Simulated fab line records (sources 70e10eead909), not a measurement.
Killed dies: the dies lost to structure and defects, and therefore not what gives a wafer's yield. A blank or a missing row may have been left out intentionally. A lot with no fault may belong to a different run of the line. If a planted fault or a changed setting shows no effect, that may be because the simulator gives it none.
Matching of chambers || flow nandHarc || NHARC_P_CONTACT_CMP_01 on cmp-04 has 4 sister chambers
The step polishes SiO2, target thk 200 nm. 4 wafers are shown with their chamber, then 11 later ones without.

== WAFERS WITH THEIR CHAMBER ==
{"wafer": "L086.2", "chamber": 2, "motorCurrentA (A)": 12.3}
{"wafer": "L089.3", "chamber": 0, "motorCurrentA (A)": 11.0}
{"wafer": "L089.4", "chamber": 3, "motorCurrentA (A)": 14.2}
{"wafer": "L091.2", "chamber": 1, "motorCurrentA (A)": 11.8}

== WAFERS MISSING THEIR CHAMBER ==
{"wafer": "L091.4", "motorCurrentA (A)": 12.0}
{"wafer": "L091.5", "motorCurrentA (A)": 11.4}
{"wafer": "L092.4", "motorCurrentA (A)": 10.8}
{"wafer": "L092.5", "motorCurrentA (A)": 12.1}
{"wafer": "L092.6", "motorCurrentA (A)": 14.0}
{"wafer": "L093.2", "motorCurrentA (A)": 11.8}
{"wafer": "L093.4", "motorCurrentA (A)": 12.3}
{"wafer": "L093.6", "motorCurrentA (A)": 11.1}
{"wafer": "L097.1", "motorCurrentA (A)": 12.9}
{"wafer": "L097.2", "motorCurrentA (A)": 12.3}
{"wafer": "L097.3", "motorCurrentA (A)": 11.5}

== THE CHAMBER EACH PASSED THROUGH ==
{"wafer": "L091.4", "from the rows above": "can't be placed: 1 or 2", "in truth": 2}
{"wafer": "L091.5", "from the rows above": "can't be placed: 0 or 1 or 2", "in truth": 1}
{"wafer": "L092.4", "from the rows above": 0, "in truth": 0}
{"wafer": "L092.5", "from the rows above": "can't be placed: 2 or 1", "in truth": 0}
{"wafer": "L092.6", "from the rows above": 3, "in truth": 3}
{"wafer": "L093.2", "from the rows above": "can't be placed: 1 or 2", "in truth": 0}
{"wafer": "L093.4", "from the rows above": "can't be placed: 2 or 1", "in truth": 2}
{"wafer": "L093.6", "from the rows above": 0, "in truth": 0}
{"wafer": "L097.1", "from the rows above": "can't be placed: 2 or 1", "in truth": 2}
{"wafer": "L097.2", "from the rows above": "can't be placed: 2 or 1", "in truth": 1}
{"wafer": "L097.3", "from the rows above": "can't be placed: 1 or 0 or 2", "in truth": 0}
Placed correctly: 3 of 11. From these rows, 8 cannot be placed; in 6 the true chamber is one of the candidates. 0 placed wrongly.
How it was worked out, from the rows above alone: a wafer's distance from a chamber is the root of the sum, over the readings, of the square of ((its reading less the chamber's mean) divided by the reading's scatter). The wafer belongs to the nearest chamber; if the next one is less than 2 further off, it can't be placed. The mean given for a chamber averages the wafers shown for that chamber. The scatter: with one shown wafer a chamber, the root of the mean of the squares of how far each hidden wafer lies from its nearest shown one.
